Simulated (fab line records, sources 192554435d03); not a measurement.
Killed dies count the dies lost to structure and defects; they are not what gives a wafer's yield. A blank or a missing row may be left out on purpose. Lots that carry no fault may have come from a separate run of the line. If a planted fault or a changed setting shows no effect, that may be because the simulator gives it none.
Which tool was responsible? / flow n5_finfet / 29 wafers from 10 lots sampled at 7 of the route's 1938 steps

WHAT THE GAUGES READ, wafer by wafer
N5_BEOL_M9_CD_MEAS_35: target cd 70 nm, target cd y 40 nm. Usual: cd_nm reads 69.9 nm (standard deviation 0.6).
lot=L779; measured=day 9 11:38; on=cd_sem-03; cd_nm (nm)=70.8 70.8 70.1; flag=
lot=L780; measured=day 10 10:22; on=cd_sem-03; cd_nm (nm)=70.4 70.7 71.0; flag=
lot=L782; measured=day 11 03:44; on=cd_sem-01; cd_nm (nm)=69.4 69.0 68.8; flag=
lot=L783; measured=day 11 11:44; on=cd_sem-03; cd_nm (nm)=69.0 70.0 69.2; flag=
lot=L784; measured=day 11 16:13; on=cd_sem-02; cd_nm (nm)=69.2 69.4 68.9; flag=
lot=L785; measured=day 11 16:16; on=cd_sem-01; cd_nm (nm)=68.7 69.4 69.9; flag=
lot=L787; measured=day 13 02:32; on=cd_sem-03; cd_nm (nm)=69.9 70.5 69.5; flag=
lot=L791; measured=day 13 19:05; on=cd_sem-03; cd_nm (nm)=70.8 70.0; flag=
lot=L798; measured=day 14 16:58; on=cd_sem-03; cd_nm (nm)=68.6 70.4 70.6; flag=
lot=L802; measured=day 16 18:16; on=cd_sem-03; cd_nm (nm)=69.0 69.6 69.0; flag=

N5_BEOL_M9_INSPECT_58: inspects for defects (darkfield). Usual: raw_defect_count reads 68 (standard deviation 20).
lot=L779; measured=day 9 15:19; on=defect_inspect-01; raw_defect_count=61 43 67; flag=
lot=L780; measured=day 10 13:01; on=defect_inspect-01; raw_defect_count=58 60 40; flag=
lot=L782; measured=day 11 06:12; on=defect_inspect-01; raw_defect_count=41 39 47; flag=
lot=L783; measured=day 11 14:15; on=defect_inspect-02; raw_defect_count=90 67 105; flag=
lot=L784; measured=day 11 18:35; on=defect_inspect-01; raw_defect_count=63 60 48; flag=
lot=L785; measured=day 11 18:46; on=defect_inspect-02; raw_defect_count=61 44 96; flag=
lot=L787; measured=day 13 05:07; on=defect_inspect-02; raw_defect_count=35 73 59; flag=
lot=L791; measured=day 13 21:58; on=defect_inspect-01; raw_defect_count=1171 53; flag=OFF
lot=L798; measured=day 14 19:43; on=defect_inspect-02; raw_defect_count=58 92 64; flag=
lot=L802; measured=day 16 20:40; on=defect_inspect-02; raw_defect_count=77 61 96; flag=

N5_BEOL_M10_INSPECT_13: inspects for defects (brightfield). Usual: raw_defect_count reads 404 (standard deviation 82).
lot=L779; measured=day 9 18:28; on=defect_inspect-02; raw_defect_count=401 342 404; flag=
lot=L780; measured=day 10 15:33; on=defect_inspect-02; raw_defect_count=381 347 359; flag=
lot=L782; measured=day 11 07:55; on=defect_inspect-02; raw_defect_count=429 313 333; flag=
lot=L783; measured=day 11 16:52; on=defect_inspect-02; raw_defect_count=481 410 604; flag=
lot=L784; measured=day 11 21:18; on=defect_inspect-01; raw_defect_count=343 373 336; flag=
lot=L785; measured=day 11 21:29; on=defect_inspect-02; raw_defect_count=367 338 418; flag=
lot=L787; measured=day 13 09:30; on=defect_inspect-02; raw_defect_count=333 411 301; flag=
lot=L791; measured=day 13 23:37; on=defect_inspect-01; raw_defect_count=1446 371; flag=OFF
lot=L798; measured=day 14 21:40; on=defect_inspect-01; raw_defect_count=351 382 364; flag=
lot=L802; measured=day 16 23:25; on=defect_inspect-02; raw_defect_count=352 338 388; flag=

N5_BEOL_M10_INSPECT_30: inspects for defects (brightfield). Usual: raw_defect_count reads 404 (standard deviation 84).
lot=L779; measured=day 9 20:36; on=defect_inspect-01; raw_defect_count=408 343 414; flag=
lot=L780; measured=day 10 17:26; on=defect_inspect-01; raw_defect_count=382 356 347; flag=
lot=L782; measured=day 11 08:52; on=defect_inspect-01; raw_defect_count=446 320 317; flag=
lot=L783; measured=day 11 17:49; on=defect_inspect-02; raw_defect_count=483 432 575; flag=
lot=L784; measured=day 12 00:07; on=defect_inspect-02; raw_defect_count=357 369 349; flag=
lot=L785; measured=day 12 00:17; on=defect_inspect-01; raw_defect_count=370 303 407; flag=
lot=L787; measured=day 13 11:56; on=defect_inspect-01; raw_defect_count=328 435 305; flag=
lot=L791; measured=day 14 02:02; on=defect_inspect-02; raw_defect_count=1451 357; flag=OFF
lot=L798; measured=day 15 00:07; on=defect_inspect-01; raw_defect_count=346 387 381; flag=
lot=L802; measured=day 17 01:23; on=defect_inspect-01; raw_defect_count=343 342 392; flag=

WHICH TOOL RAN EACH LOT (tool, then ch and the chambers of the sampled wafers, then the start)
lot=L779; N5_BEOL_M9_ANNEAL_51=rtp_anneal-02 ch 0, day 9 14:42; N5_BEOL_M9_CMP_52=cmp-04 ch 0,1, day 9 14:52; N5_BEOL_M9_PRE_CLEAN_55=pecvd-04 ch 0,1,2, day 9 15:13
lot=L780; N5_BEOL_M9_ANNEAL_51=rtp_anneal-02 ch 0, day 10 12:19; N5_BEOL_M9_CMP_52=cmp-02 ch 1,2,3, day 10 12:34; N5_BEOL_M9_PRE_CLEAN_55=pecvd-04 ch 1,2, day 10 12:53
lot=L782; N5_BEOL_M9_ANNEAL_51=rtp_anneal-01 ch 0, day 11 05:32; N5_BEOL_M9_CMP_52=cmp-02 ch 0,2,3, day 11 05:47; N5_BEOL_M9_PRE_CLEAN_55=pecvd-02 ch 0,1,2, day 11 06:04
lot=L783; N5_BEOL_M9_ANNEAL_51=rtp_anneal-01 ch 0, day 11 13:35; N5_BEOL_M9_CMP_52=cmp-04 ch 0,1,3, day 11 13:50; N5_BEOL_M9_PRE_CLEAN_55=pecvd-02 ch 0,1,2, day 11 14:07
lot=L784; N5_BEOL_M9_ANNEAL_51=rtp_anneal-01 ch 0, day 11 17:48; N5_BEOL_M9_CMP_52=cmp-04 ch 0,1,2, day 11 18:11; N5_BEOL_M9_PRE_CLEAN_55=pecvd-04 ch 1,2, day 11 18:26
lot=L785; N5_BEOL_M9_ANNEAL_51=rtp_anneal-02 ch 0, day 11 18:01; N5_BEOL_M9_CMP_52=cmp-02 ch 0,2,3, day 11 18:19; N5_BEOL_M9_PRE_CLEAN_55=pecvd-02 ch 1,2, day 11 18:39
lot=L787; N5_BEOL_M9_ANNEAL_51=rtp_anneal-02 ch 0, day 13 04:21; N5_BEOL_M9_CMP_52=cmp-01 ch 0,1, day 13 04:39; N5_BEOL_M9_PRE_CLEAN_55=pecvd-02 ch 0,1, day 13 04:59
lot=L791; N5_BEOL_M9_ANNEAL_51=rtp_anneal-01 ch 0, day 13 21:20; N5_BEOL_M9_CMP_52=cmp-04 ch 2, day 13 21:32; N5_BEOL_M9_PRE_CLEAN_55=pecvd-02 ch 1,2, day 13 21:51
lot=L798; N5_BEOL_M9_ANNEAL_51=rtp_anneal-02 ch 0, day 14 18:49; N5_BEOL_M9_CMP_52=cmp-02 ch 1,2, day 14 19:18; N5_BEOL_M9_PRE_CLEAN_55=pecvd-01 ch 0,1,2, day 14 19:35
lot=L802; N5_BEOL_M9_ANNEAL_51=rtp_anneal-01 ch 0, day 16 19:57; N5_BEOL_M9_CMP_52=cmp-04 ch 0,1,3, day 16 20:12; N5_BEOL_M9_PRE_CLEAN_55=pecvd-04 ch 0,1, day 16 20:32
- N5_BEOL_M9_ANNEAL_51: time 90 s.
- N5_BEOL_M9_CMP_52: polishes, stops on SiCOH lowk, t overpolish 7 s, target thk 140 nm.
- N5_BEOL_M9_PRE_CLEAN_55: time 15 s.

WHAT THE TOOLS THEMSELVES READ (means of the sampled wafers that have a number; where no wafer has one, the mark that the record gives instead)
N5_BEOL_M9_ANNEAL_51. Usual: wafer_temp_C_max reads 225.87 (standard deviation 0.23).
lot=L779 tool=rtp_anneal-02 wafer_temp_C_max=225.70 flag=
lot=L780 tool=rtp_anneal-02 wafer_temp_C_max=225.83 flag=
lot=L782 tool=rtp_anneal-01 wafer_temp_C_max=225.76 flag=
lot=L783 tool=rtp_anneal-01 wafer_temp_C_max=225.91 flag=
lot=L784 tool=rtp_anneal-01 wafer_temp_C_max=225.96 flag=
lot=L785 tool=rtp_anneal-02 wafer_temp_C_max=225.73 flag=
lot=L787 tool=rtp_anneal-02 wafer_temp_C_max=225.68 flag=
lot=L791 tool=rtp_anneal-01 wafer_temp_C_max=225.81 flag=
lot=L798 tool=rtp_anneal-02 wafer_temp_C_max=225.83 flag=
lot=L802 tool=rtp_anneal-01 wafer_temp_C_max=225.97 flag=

N5_BEOL_M9_CMP_52. Usual: barrier_field_endpoint_s 28.8 s, standard deviation 0.67; motor_current_A 6.0 A, standard deviation 0.67; overpolish_run_s 7.000 s, standard deviation 0.0086; slurry_flow_ml_min 150.0, standard deviation 0.44; time_to_endpoint_s 67 s, standard deviation 3.
lot=L779; tool=cmp-04; barrier_field_endpoint_s (s)=28.6; motor_current_A (A)=6.5; overpolish_run_s (s)=7.002; slurry_flow_ml_min=149.6; time_to_endpoint_s (s)=69; flag=
lot=L780; tool=cmp-02; barrier_field_endpoint_s (s)=29.0; motor_current_A (A)=6.0; overpolish_run_s (s)=7.000; slurry_flow_ml_min=150.1; time_to_endpoint_s (s)=67; flag=
lot=L782; tool=cmp-02; barrier_field_endpoint_s (s)=29.3; motor_current_A (A)=6.2; overpolish_run_s (s)=7.006; slurry_flow_ml_min=150.1; time_to_endpoint_s (s)=67; flag=
lot=L783; tool=cmp-04; barrier_field_endpoint_s (s)=29.4; motor_current_A (A)=6.5; overpolish_run_s (s)=7.001; slurry_flow_ml_min=150.4; time_to_endpoint_s (s)=69; flag=
lot=L784; tool=cmp-04; barrier_field_endpoint_s (s)=29.3; motor_current_A (A)=6.3; overpolish_run_s (s)=6.993; slurry_flow_ml_min=149.9; time_to_endpoint_s (s)=68; flag=
lot=L785; tool=cmp-02; barrier_field_endpoint_s (s)=29.1; motor_current_A (A)=6.2; overpolish_run_s (s)=6.998; slurry_flow_ml_min=149.9; time_to_endpoint_s (s)=71; flag=
lot=L787; tool=cmp-01; barrier_field_endpoint_s (s)=28.6; motor_current_A (A)=5.2; overpolish_run_s (s)=6.998; slurry_flow_ml_min=149.9; time_to_endpoint_s (s)=67; flag=
lot=L791; tool=cmp-04; barrier_field_endpoint_s (s)=28.4; motor_current_A (A)=6.0; overpolish_run_s (s)=6.995; slurry_flow_ml_min=149.8; time_to_endpoint_s (s)=64; flag=
lot=L798; tool=cmp-02; barrier_field_endpoint_s (s)=29.7; motor_current_A (A)=5.6; overpolish_run_s (s)=6.993; slurry_flow_ml_min=150.5; time_to_endpoint_s (s)=70; flag=
lot=L802; tool=cmp-04; barrier_field_endpoint_s (s)=29.3; motor_current_A (A)=6.4; overpolish_run_s (s)=7.000; slurry_flow_ml_min=149.9; time_to_endpoint_s (s)=68; flag=

N5_BEOL_M9_PRE_CLEAN_55. Usual: rf_fwd_power_W reads 294.9 W (standard deviation 1.8).
lot=L779; tool=pecvd-04; rf_fwd_power_W (W)=297.2; flag=
lot=L780; tool=pecvd-04; rf_fwd_power_W (W)=296.5; flag=
lot=L782; tool=pecvd-02; rf_fwd_power_W (W)=293.8; flag=
lot=L783; tool=pecvd-02; rf_fwd_power_W (W)=294.0; flag=
lot=L784; tool=pecvd-04; rf_fwd_power_W (W)=296.3; flag=
lot=L785; tool=pecvd-02; rf_fwd_power_W (W)=293.8; flag=
lot=L787; tool=pecvd-02; rf_fwd_power_W (W)=294.3; flag=
lot=L791; tool=pecvd-02; rf_fwd_power_W (W)=293.1; flag=
lot=L798; tool=pecvd-01; rf_fwd_power_W (W)=295.5; flag=
lot=L802; tool=pecvd-04; rf_fwd_power_W (W)=296.8; flag=

THE ANSWER, worked out from the rows above alone
Rule: a lot counts as off when the mean over its wafers that have a number is more than 3 standard deviations away from the usual mean. Also off: a lot with no number at a reading for which 4 or more lots have one. The other lots that the step has rows for count as sound. The gauges are gone through in route order, then the tools' own readings, and for those a lot's mean is taken as printed above. The first step at which some lot is off is used, and at that step the reading that is off furthest; a lot without a number counts as furthest.
Off at N5_BEOL_M9_INSPECT_58 (raw_defect_count): L791.
A tool fits if, at a process step before that reading, it ran every lot that is off, and no sound lot after the first of them. The gauges at N5_BEOL_M9_INSPECT_58 aren't tried: what is off there is off at N5_BEOL_M10_INSPECT_30 too, on other tools, and a gauge's error can't cause that. One fits: N5_BEOL_M9_PRE_CLEAN_55 on pecvd-02. A fault onset in the window from L787 (day 13 04:59, its last sound lot) to L791 (day 13 21:51, its first lot off) fits.

WHAT THE SIMULATOR PUT IN
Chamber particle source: pecvd-02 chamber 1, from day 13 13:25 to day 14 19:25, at N5_BEOL_M9_PRE_CLEAN_55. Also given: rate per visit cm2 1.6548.
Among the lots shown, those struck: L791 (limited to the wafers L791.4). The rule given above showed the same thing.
